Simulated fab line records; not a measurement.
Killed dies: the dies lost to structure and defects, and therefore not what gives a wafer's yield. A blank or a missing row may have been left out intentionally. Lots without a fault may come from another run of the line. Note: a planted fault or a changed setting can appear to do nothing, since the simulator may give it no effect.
fab line records | flow n5Finfet
record lots=6 wafers=17 lastDay=17
route steps=1938 shown MIM_BOT_LITHO@1855 MIM_BOT_ETCH@1866 PASSIVATION@1936
lots that met no fault: taken from a fault-free run of the same line
startH: hours from the record's opening day to when the first of the lot's shown wafers began | waitH: hours from the lot's prior step to this one | " unchanged from the row above | L1.1+2: a row that stands for several wafers | - no value present, or no start provided | * or withheld: withheld | < > ~ a bound
route shown NAME@n: names a module that has steps shown in the file, with the first one's number in the route | usual: mean/standard deviation of fault-free wafers | same: alike in all rows | chamber/n: place in a boat | sites: per-site readings | _std_site: standard deviation of those values | _edge_site: inner sites' mean taken away from outer sites' mean | radiusMm: for every site, how far away it sits from the centre of the wafer | mask NAME#n: copy n | behind: tool/chamber where the wafer was last shaped | hold: the reason the lot was held/the length of the hold in hours/how it ended | device: the transistor (n, p or np) that didn't switch | end of line: the route-end tests of the same wafers | a step given without rows: its recipe and nothing more | killed: dies lost to structure and defects at the first sort, not the wafer's yield | map: the dies of a wafer, with x for killed, . for not killed, _ for no die there
set.NAME: the setting that was run; set.NAME@STEP: the one run at that earlier step | model.NAME: the simulator's own value behind a step, which no gauge read
a table for each step, a row for each wafer; lots at some steps of the route
services: when a tool's chamber went out of use (startH, in hours from the record's first day, below 0 if earlier), for how many hours, and the reason
## steps
# step N5_MIM_BOT_LITHO_COAT_02
# recipe spinRpm=* resistThkNm=*
# step N5_MIM_BOT_LITHO_EBR_04
# recipe solvent=PGMEA ebrWidthMm=1.5
# step N5_MIM_BOT_LITHO_SOFTBAKE_03
# recipe tempC=100 timeS=90
# step N5_MIM_BOT_LITHO_EXPOSE_05
# recipe maskId=MIM_BOT na=0.55 sourceShape=conventional sigmaOuter=0.8 polarization=unpolarized doseMj=24.25
# step N5_MIM_BOT_LITHO_PEB_06
# recipe pebTempC=withheld pebTimeS=*
# step N5_MIM_BOT_LITHO_DEVELOP_07
# recipe developTimeS=60 rinseLiquid=diw dry=airSpin devTempC=21
# step N5_MIM_BOT_LITHO_HARDBAKE_09
# recipe tempC=130 timeS=120
# step N5_MIM_BOT_LITHO_CD_MEAS_08
# recipe targetCdNm=3000 landingEnergyEv=500 detector=seInlens polarity=opening
# usual cdNm=3001.0/2.3
# columns lot.wafer tool chamber startH waitH cdNm
L974.1 cdSem-02 0 292.12 - 3002.4
L974.3 " 0 " " 2998.7
L974.4 " 0 " " 3001.4
L976.3 cdSem-01 0 303.79 - 2995.1
L976.5 " 0 " " 3000.3
L977.1 cdSem-03 0 317.36 - 2996.9
L977.4 " 0 " " 2998.0
L977.5 " 0 " " 3002.8
L980.1 cdSem-01 0 337.48 - 2999.1
L980.2 " 0 " " 3003.7
L980.4 " 0 " " 3004.1
L987.1 cdSem-02 0 370.87 - 3001.0
L987.4 " 0 " " 3000.0
L987.6 " 0 " " 3001.4
L988.1 cdSem-03 0 386.22 - 3001.8
L988.2 " 0 " " 2998.9
L988.3 " 0 " " 3001.8
# step N5_MIM_BOT_LITHO_OVL_MEAS_11
# recipe pointsPerWafer=44
# usual MIM_BOT_OVL=-1/4.7
# same pointsPerWafer=44
# columns lot.wafer tool chamber startH waitH MIM_BOT_OVL[nm]
L974.1 overlay-01 0 292.15 0.0 -6
L974.3 " 0 " " -7
L974.4 " 0 " " -4
L976.3 overlay-02 0 303.82 0.0 -2
L976.5 " 0 " " -4
L977.1 overlay-01 0 317.39 0.0 0
L977.4 " 0 " " -1
L977.5 " 0 " " -1
L980.1 overlay-01 0 337.51 0.0 -3
L980.2 " 0 " " -5
L980.4 " 0 " " 0
L987.1 overlay-01 0 370.90 0.0 -6
L987.4 " 0 " " 2
L987.6 " 0 " " -11
L988.1 overlay-02 0 386.25 0.0 -9
L988.2 " 0 " " 4
L988.3 " 0 " " 5
# step N5_MIM_BOT_LITHO_INSPECT_12
# recipe mode=adi inspectInstrument=macro
# usual rawDefectCount=2.0/1.4
# columns lot.wafer tool chamber startH waitH rawDefectCount
L974.1 defectInspect-02 - 292.18 0.0 7
L974.3 " - " " 5
L974.4 " - " " 4
L976.3 defectInspect-02 - 303.84 0.0 5
L976.5 " - " " 2
L977.1 defectInspect-02 - 317.42 0.0 2
L977.4 " - " " 2
L977.5 " - " " 2
L980.1 defectInspect-02 - 337.53 0.0 1
L980.2 " - " " 1
L980.4 " - " " 1
L987.1 defectInspect-02 - 370.93 0.0 4
L987.4 " - " " 0
L987.6 " - " " 0
L988.1 defectInspect-01 - 386.27 0.0 2
L988.2 " - " " 4
L988.3 " - " " 2
# step N5_MIM_BOT_LITHO_DESCUM_10
# recipe chemistry=O2 timeS=7.9 sourcePowerW=50 biasPowerW=20 pressureMtorr=20 rfFrequencyHz=2.712e+07 tempC=40 o2FlowSccm=225
# usual drypumpMotorCurrentA=5.6/0.43 oesProductAu=0.81/0.076 rfVppV=242.9/1.1 showerheadPlenumPTorr=2.09/0.054 throttleValvePct=20.59/0.22
# columns lot.wafer tool chamber startH waitH drypumpMotorCurrentA oesProductAu rfHoursCounterH rfVppV showerheadPlenumPTorr throttleValvePct
L974.1 rieDiel-03 0 292.21 0.0 5.8 0.88 33 242.2 2.05 20.23
L974.3 " 1 " " 6.3 0.78 121 242.6 2.12 20.67
L974.4 " 3 " " 5.5 0.84 68 244.4 2.12 20.49
L976.3 rieDiel-04 1 303.87 0.0 5.3 0.80 92 241.1 2.00 20.48
L976.5 " 1 " " 5.3 0.79 - 242.6 2.00 20.48
L977.1 rieDiel-04 1 317.45 0.0 5.3 0.79 97 241.1 2.00 20.47
L977.4 " 0 " " 4.8 0.79 124 242.5 2.12 20.58
L977.5 " 1 " " 5.3 0.79 - 241.9 2.00 20.48
L980.1 rieDiel-05 1 337.56 0.0 5.3 0.84 71 243.8 2.13 20.75
L980.2 " 2 " " 5.3 0.71 167 242.2 2.12 20.81
L980.4 " 3 " " 5.8 0.68 229 243.0 2.08 20.97
L987.1 rieDiel-04 1 370.96 0.0 5.3 0.77 116 242.9 1.99 20.49
L987.4 " 0 " " 4.8 0.77 144 242.7 2.12 20.62
L987.6 " 0 " " 4.8 0.77 - 243.1 2.12 20.59
L988.1 rieDiel-04 0 386.31 0.0 4.8 0.77 149 244.0 2.12 20.60
L988.2 " 2 " " 5.5 0.82 99 241.9 2.05 20.88
L988.3 " 1 " " 5.2 0.77 122 242.3 1.99 20.53
# step N5_MIM_BOT_ETCH_ETCH_04
# recipe chemistry=CF4/O2 target=SiNx targetDepthA=260 timeS=13 ionEnergyEv=100 pressureMtorr=40 sourceW=535 biasW=49 Ar_flow_sccm=100 cf4FlowSccm=100 O2_flow_sccm=10
# usual drypumpMotorCurrentA=5.6/0.43 oes_ar_750_au=0.81/0.076 oesProductAu=0.81/0.083 rfVppV=241/6.2 showerheadPlenumPTorr=2.19/0.046 throttleValvePct=16.03/0.19
# columns lot.wafer tool chamber startH waitH drypumpMotorCurrentA oes_ar_750_au oesProductAu rfHoursCounterH rfVppV showerheadPlenumPTorr throttleValvePct
L974.1 rieDiel-03 0 292.28 0.0 5.8 0.88 0.88 33 231 2.18 15.88
L974.3 " 1 " " 6.3 0.76 0.77 121 251 2.21 16.02
L974.4 " 3 " " 5.5 0.85 0.86 68 244 2.23 15.96
L976.3 rieDiel-04 1 303.94 0.0 5.3 0.81 0.79 92 244 2.14 16.22
L976.5 " 1 " " 5.3 0.80 0.80 - 246 2.14 16.20
L977.1 rieDiel-04 1 317.52 0.0 5.3 0.80 0.79 97 244 2.14 16.21
L977.4 " 0 " " 4.8 0.80 0.80 124 244 2.21 15.96
L977.5 " 1 " " 5.3 0.80 0.79 - 245 2.14 16.22
L980.1 rieDiel-05 1 337.63 0.0 5.3 0.85 0.84 71 232 2.23 16.09
L980.2 " 2 " " 5.3 0.72 0.70 167 237 2.19 15.95
L980.4 " 3 " " 5.8 0.68 0.67 229 237 2.19 16.47
L987.1 rieDiel-04 1 371.03 0.0 5.3 0.78 0.77 116 244 2.14 16.25
L987.4 " 0 " " 4.8 0.78 0.78 144 243 2.21 15.97
L987.6 " 0 " " 4.8 0.78 0.78 - 244 2.21 15.97
L988.1 rieDiel-04 0 386.37 0.0 4.8 0.77 0.77 149 243 2.21 15.99
L988.2 " 2 " " 5.5 0.81 0.81 99 237 2.11 16.05
L988.3 " 1 " " 5.2 0.77 0.76 122 244 2.13 16.26
# step N5_MIM_BOT_ETCH_ETCH_03
# recipe chemistry=Cl2/BCl3 targetDepthA=120 pressureMtorr=8 icpW=800 biasW=100 Cl2_flow_sccm=20 bcl3FlowSccm=80
# usual drypumpMotorCurrentA=5.5/0.57 oesProductAu=0.76/0.11 throttleValvePct=27.49/0.26
# columns lot.wafer tool chamber startH waitH drypumpMotorCurrentA oesProductAu rfHoursCounterH throttleValvePct model.etch.depthNm model.coat_of_MIM_BOT_LITHO_COAT_02.thkNm model.MIM_BOT_ETCH.cdOffsetNm
L974.1 rieMetal-03 0 292.37 0.1 5.9 0.85 31 27.29 12.8 * 0
L974.3 " 0 " " 5.9 0.84 - 27.29 12.78 * 0.6
L974.4 " 1 " " 5.5 0.88 - 27.85 12.28 * 0
L976.3 rieMetal-01 1 304.06 0.1 6.6 0.85 - 27.25 12.27 * -0.4
L976.5 " 0 " " 5.0 0.61 - 27.88 11.27 * -0.4
L977.1 rieMetal-01 0 317.60 0.1 5.0 0.89 112 27.87 19.52 * -3.8
L977.4 " 1 " " 6.6 1.23 - 27.23 21.17 * -3.6
L977.5 " 1 " " 6.6 0.84 - 27.26 12.34 * -0.6
L980.1 rieMetal-01 1 337.73 0.1 6.6 1.22 24 27.26 21.1 * -3.2
L980.2 " 0 " " 5.1 0.61 113 27.87 11.4 * -0.4
L980.4 " 0 " " 5.0 0.89 - 27.87 19.62 * -3.6
L987.1 rieMetal-02 0 371.12 0.1 5.5 0.76 46 27.61 11.61 * 0
L987.4 " 1 " " 5.0 0.63 - 27.16 11.67 * 0.8
L987.6 " 1 " " 5.0 0.63 - 27.18 11.58 * 0.6
L988.1 rieMetal-02 0 386.46 0.1 5.5 0.74 49 27.61 11.56 * 0
L988.2 " 0 " " 5.5 0.74 - 27.61 11.51 * -0.2
L988.3 " 0 " " 5.5 0.74 - 27.61 11.52 * -0.2
# step N5_MIM_BOT_ETCH_ETCH_00
# recipe chemistry=Cl2/BCl3 target=TiN targetDepthA=455 ionEnergyEv=150 pressureMtorr=10 icpW=1000 biasW=126 Cl2_flow_sccm=53.25 bcl3FlowSccm=21.75 Ar_flow_sccm=25
# usual drypumpMotorCurrentA=5.5/0.56 oes_ar_750_au=0.77/0.11 oesProductAu=0.76/0.11 throttleValvePct=21.9/0.3
# columns lot.wafer tool chamber startH waitH drypumpMotorCurrentA oes_ar_750_au oesProductAu rfHoursCounterH throttleValvePct model.coat_of_MIM_BOT_LITHO_COAT_02.thkNm model.MIM_BOT_ETCH.cdOffsetNm
L974.1 rieMetal-03 0 292.46 0.1 5.9 0.85 0.84 31 21.4 * 0
L974.3 " 0 " " 5.9 0.85 0.84 - 21.4 * 0.6
L974.4 " 1 " " 5.5 0.90 0.88 - 22.1 * -0.2
L976.3 rieMetal-01 1 304.16 0.1 6.6 0.86 0.85 - 21.7 * -0.8
L976.5 " 0 " " 5.0 0.61 0.62 - 22.5 * -0.2
L977.1 rieMetal-01 0 317.69 0.1 5.0 0.60 0.62 112 22.5 * -3.6
L977.4 " 1 " " 6.6 0.85 0.84 - 21.7 * -4
L977.5 " 1 " " 6.6 0.86 0.85 - 21.7 * -1
L980.1 rieMetal-01 1 337.82 0.1 6.6 0.85 0.84 24 21.7 * -3.6
L980.2 " 0 " " 5.1 0.60 0.62 113 22.4 * -0.2
L980.4 " 0 " " 5.1 0.60 0.61 - 22.5 * -3.2
L987.1 rieMetal-02 0 371.21 0.1 5.5 0.78 0.75 46 22.0 * -0.4
L987.4 " 1 " " 5.0 0.64 0.62 - 21.7 * 0.8
L987.6 " 1 " " 5.0 0.64 0.62 - 21.7 * 0.6
L988.1 rieMetal-02 0 386.70 0.2 5.5 0.76 0.75 49 22.0 * 0
L988.2 " 0 " " 5.5 0.77 0.74 - 22.0 * -0.2
L988.3 " 0 " " 5.5 0.77 0.75 - 22.0 * -0.2
# step N5_MIM_BOT_ETCH_STRIP_01
# recipe chemistry=O2 powerW=600 tempC=60 pressureMtorr=30 rfFrequencyHz=6e+07 biasPowerW=0 overashFraction=0.5 o2FlowSccm=225
# usual drypumpMotorCurrentA=5.6/0.44 oesProductAu=0.82/0.081 rfVppV=3.7/1.4 showerheadPlenumPTorr=2.10/0.055 throttleValvePct=16.76/0.22
# columns lot.wafer tool chamber startH waitH drypumpMotorCurrentA oesProductAu rfHoursCounterH rfVppV showerheadPlenumPTorr throttleValvePct
L974.1 rieDiel-03 1 292.60 0.1 6.4 0.77 122 3.4 2.13 16.83
L974.3 " 2 " " 5.3 0.95 18 4.1 2.14 16.56
L974.4 " 0 " " 5.8 0.89 34 3.6 2.05 16.43
L976.3 rieDiel-03 0 304.36 0.2 5.8 0.89 38 4.7 2.05 16.46
L976.5 " 2 " " 5.3 0.95 - 2.3 2.14 16.53
L977.1 rieDiel-05 2 317.84 0.1 5.3 0.70 160 7.5 2.13 16.90
L977.4 " 1 " " 5.3 0.86 64 2.1 2.14 16.88
L977.5 " 3 " " 5.8 0.68 - 1.9 2.09 17.22
L980.1 rieDiel-04 1 337.96 0.1 5.3 0.78 104 2.4 2.00 16.73
L980.2 " 0 " " 4.8 0.76 132 4.8 2.13 16.75
L980.4 " 3 " " 6.3 0.89 31 4.0 2.15 16.50
L987.1 rieDiel-04 1 371.35 0.1 5.3 0.76 116 1.7 2.00 16.78
L987.4 " 2 " " 5.5 0.81 94 3.2 2.06 17.02
L987.6 " 3 " " 6.3 0.87 - 2.6 2.15 16.51
L988.1 rieDiel-04 2 387.04 0.3 5.5 0.81 99 2.5 2.06 17.02
L988.2 " 3 " " 6.2 0.87 48 2.3 2.15 16.52
L988.3 " 1 " " 5.3 0.76 122 5.2 1.99 16.81
# step N5_PASSIVATION_PROBE_49
# usual defectLimitedYield=91.3/1.5 killed_at_M0_to_M3=33/12 killed_at_M4_up=15/5.2 killedAtContacts=12/5.1 killedAtFrontEnd=39/11 killedAtOther=5/3.6 killedDies=103/18 killedOpen=67/13 killedShort=33/7.8 sort_bin_5_function=5.1/0.96 sort_bin_6_memory=3.2/0.71 sortNPass=1077/18 sortYieldPct=91.3/1.5
# same grossDies=1180 killedAtBackSide=0 sort_bin_4_leakage[%]=0 sort_bin_8_speed[%]=0
# columns lot.wafer tool chamber startH waitH defectLimitedYield[%] killed_at_M0_to_M3 killed_at_M4_up killedAtContacts killedAtFrontEnd killedAtOther killedDies killedOpen killedShort sort_bin_5_function[%] sort_bin_6_memory[%] sortNPass sortYieldPct[%]
L974.1 prober-02 - 300.51 0.0 88.2 47 20 22 44 6 139 81 58 7.5 3.7 1041 88.2
L974.3 prober-02 - 300.61 0.1 91.4 38 12 16 29 7 102 62 37 5.1 3.3 1078 91.4
L974.4 prober-02 - 300.66 0.2 93.5 29 13 8 21 6 77 50 27 3.7 2.5 1103 93.5
L976.3 prober-01 - 313.86 0.1 91.5 34 10 14 41 1 100 67 33 4.5 3.3 1080 91.5
L976.5 prober-01 - 313.96 0.2 91.6 20 14 11 52 2 99 64 35 5.1 3.1 1081 91.6
L980.1 prober-02 - 348.79 0.0 87.5 38 8 13 84 5 148 92 40 6.4 4.3 1032 87.5
# killed by level:class
L974.1 FIN_SAQP:geometricParticle:short=18 MOL_CONTACT_COAG:geometricParticle:open=16 BEOL_M0_SAQP:geometricParticle:short=15 BEOL_M0_SAQP:geometricParticle:open=11 BEOL_M3:geometricParticle:open=8 MOL_CONTACT_COAG:geometricParticle:short=6 BEOL_M2:geometricParticle:open=6 BEOL_M5:geometricParticle:open=5
L974.3 MOL_CONTACT_COAG:geometricParticle:open=11 BEOL_M0_SAQP:geometricParticle:open=11 BEOL_M0_SAQP:geometricParticle:short=10 BEOL_M3:geometricParticle:open=8 FIN_SAQP:geometricParticle:short=7 MOL_CONTACT_COAG:geometricParticle:short=5 FIN_SAQP:geometricParticle:open=4 STI_FIN_REVEAL:geometricParticle:open=4
L974.4 BEOL_M0_SAQP:geometricParticle:short=11 MOL_CONTACT_COAG:geometricParticle:open=8 BEOL_M0_SAQP:geometricParticle:open=8 BEOL_M4:geometricParticle:open=7 FIN_SAQP:geometricParticle:short=6 BEOL_M3:geometricParticle:open=6 FIN_SAQP:geometricParticle:open=4 MIM_TOP_ETCH:geometricParticle:open=3
L976.3 STI_FIN_REVEAL:geometricParticle:open=17 MOL_CONTACT_COAG:geometricParticle:open=9 BEOL_M3:geometricParticle:open=9 BEOL_M1:geometricParticle:open=8 FIN_SAQP:geometricParticle:short=7 BEOL_M3:geometricParticle:short=6 MOL_CONTACT_COAG:geometricParticle:short=5 BEOL_M0_SAQP:geometricParticle:open=5
L976.5 FIN_SAQP:geometricParticle:open=15 FIN_SAQP:geometricParticle:short=13 STI_FIN_REVEAL:geometricParticle:open=10 MOL_CONTACT_COAG:geometricParticle:open=9 BEOL_M0_SAQP:geometricParticle:short=6 BEOL_M4:geometricParticle:open=5 DUMMY_GATE:geometricParticle:open=4 BEOL_M0_SAQP:geometricParticle:open=3
L980.1 FIN_SAQP:geometricParticle:open=17 STI_FIN_REVEAL:geometricParticle:open=16 HKMG_FIN:areaEtch=16 MOL_CONTACT_COAG:geometricParticle:open=11 GATE_CUT:geometricParticle:short=8 FIN_SAQP:geometricParticle:short=7 GATE_CUT:geometricParticle:open=7 BEOL_M0_SAQP:geometricParticle:short=7
## services
# columns tool chamber startH hours kind
rieDiel-04 2 277.62 3.7 repair
rieDiel-05 - 312.87 0.5 repair
rieDiel-05 - 314.04 0.3 repair
rieDiel-03 3 328.53 19.9 repair
rieMetal-01 0 337.94 - clean
rieMetal-01 0 337.94 15.1 scheduledDown
rieMetal-01 0 337.94 15.1 ventCycle
rieDiel-05 1 338.88 7.3 repair
rieDiel-05 2 346.91 6.7 repair
rieMetal-01 1 350.09 25.5 repair
rieDiel-05 0 355.48 - clean
rieDiel-05 0 355.48 - consumableReplace:focusRing
rieDiel-05 0 355.48 - consumableReplace:showerhead
rieDiel-05 0 355.48 24.1 scheduledDown
rieDiel-05 0 355.48 24.1 ventCycle
rieMetal-03 1 364.53 1.6 repair
rieMetal-02 1 372.73 - clean
rieMetal-02 1 372.73 31.4 scheduledDown
rieMetal-02 1 372.73 31.4 ventCycle
rieMetal-02 - 384.42 0.9 repair
rieDiel-04 3 384.80 2.1 repair
rieDiel-03 0 384.97 14.7 repair
rieDiel-05 3 385.29 - clean
rieDiel-05 3 385.29 - consumableReplace:focusRing
## key
firstSign step=N5_MIM_BOT_ETCH_ETCH_03 reading=oesProductAu direction=up sigmas=2.7 usual=0.76 struck=1.06
effect none on later readings
modelEffect step=N5_MIM_BOT_ETCH_ETCH_03 value=etch.depthNm without=11.84 struck=20.35
modelEffect step=N5_MIM_BOT_ETCH_ETCH_00 value=coat_of_MIM_BOT_LITHO_COAT_02.thkNm without=* struck=*
metAt N5_MIM_BOT_ETCH_ETCH_03
struckWafers L977.1,L977.4,L980.1,L980.4
baselineLoss step=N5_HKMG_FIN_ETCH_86 wafers=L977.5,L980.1
onsetBetween 304.06 317.60
fault kind=processParameterDrift tool=rieMetal-01 chamber=- onsetH=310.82 steps=N5_MIM_BOT_ETCH_ETCH_03 channel=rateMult offset=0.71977 shape=step endH=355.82 scope=struckWafersOnly
# baselineLoss: these wafers lose ten dies or more at that step, a loss of the line's own and not of a fault; the sort's usual values leave them out
